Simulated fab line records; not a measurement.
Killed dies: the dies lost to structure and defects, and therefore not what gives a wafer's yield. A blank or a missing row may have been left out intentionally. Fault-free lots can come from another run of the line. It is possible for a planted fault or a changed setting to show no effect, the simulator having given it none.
8D (eight disciplines) problem report, filled in by code    flow n5_finfet    the parts of the form that need people (team, actions taken, sign-off) are left out

1. THE ISSUE
raw_defect_count at N5_BEOL_M2_INSPECT_13 reads a mean of 1188 on 6 wafers of 2 lots; wafers without a fault read 413 with a standard deviation of 100. That puts it +7.7 standard deviations away from the usual mean.
The step: inspects for defects (brightfield).
First seen on wafer L369.3, day 7 18:32, on defect_inspect-01. Wafers with a number at this step in the record: 30, from 10 lots. Rule for "out", or "out of limits": more than 4 standard deviations from the usual mean. The other wafers with a number count as sound.

2. WHAT IT IS, AND WHAT IT ISN'T
question                     is                      is not
which readings at this step  raw_defect_count        -
which lots                   L369, L373              L366, L367, L368, L381, L382, L383, L384, L386
which wafers of those lots   all that have a number  -
read on which gauges         defect_inspect-01       defect_inspect-02
when                         from day 7 18:32        up to then (9 sound wafers); but 15 sound wafers of L381, L382, L383, L384, L386 came after

3. WHAT RULES OUT EACH SUSPECT
Counting: any tool at a process step up to the reading is kept as a suspect provided that every lot that is out went through it and no sound lot did after the first of them.
- the gauge at N5_BEOL_M2_INSPECT_13: ruled out. All the wafers that are out were read on defect_inspect-01, but those of them that N5_PASSIVATION_PROBE_49 has rows for are out there too, on other tools.
- pecvd-04 at N5_BEOL_M2_PECVD_72 (deposits SiO2 from TEOS/O2, target thk 16 nm, time 18 s): ruled out as a lasting fault. Following L369 (day 7 17:58), the first lot on it that is out, the sound lots L384 were run on it.
Left after counting: nothing in the record.

4. THE CAUSE (what the simulator had put in)
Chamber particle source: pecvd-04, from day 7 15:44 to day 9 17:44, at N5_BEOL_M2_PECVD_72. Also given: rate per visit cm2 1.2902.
It was ruled out by counting, in error; the rule expects a fault to strike all lots run on its tool from its start on, and this fault did not.

5. SEQUENCE OF EFFECTS, ordered by route
Each row: a reading where the mean over the struck wafers with a number is more than 3 standard deviations away from the usual. Only readings whose record carries a usual standard deviation are examined. hours: median over the lots of the time between each lot's start at the first step of this table that gives one and its start at this step. sigmas: the change, counted in usual standard deviations.
hours  step                     reading               usual   on struck wafers  change  sigmas
0      N5_BEOL_M2_INSPECT_13    raw_defect_count      413     1188              +775    +7.7
174    N5_PASSIVATION_PROBE_49  defect_limited_yield  91.4 %  83.8              -7.7    -6.4
174    N5_PASSIVATION_PROBE_49  killed_at_M0_to_M3    35      128               +93     +8.4
174    N5_PASSIVATION_PROBE_49  killed_dies           102     192               +90     +6.0
174    N5_PASSIVATION_PROBE_49  sort_bin_5_function   5.1 %   10.1              +5.0    +6.2
174    N5_PASSIVATION_PROBE_49  sort_n_pass           1078    988               -90     -6.0
174    N5_PASSIVATION_PROBE_49  sort_yield_pct        91.4 %  83.8              -7.7    -6.4
Here are the process steps it includes:
- N5_PASSIVATION_PROBE_49
Later measuring or inspecting steps at which every struck wafer that the step has a row for has a number for every such reading, and none has moved that far: N5_BEOL_M4_RC_MEAS_101.

6. WHAT WOULD HAVE CAUGHT IT SOONER
In this record the first reading out of limits at a measuring or inspecting step was taken at day 7 18:32, 3 hours after the fault began at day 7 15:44.
No tool reading at N5_BEOL_M2_PECVD_72 that has a usual standard deviation in the record was out on any struck wafer, so an alarm limit of 4 standard deviations on those readings would not have fired.
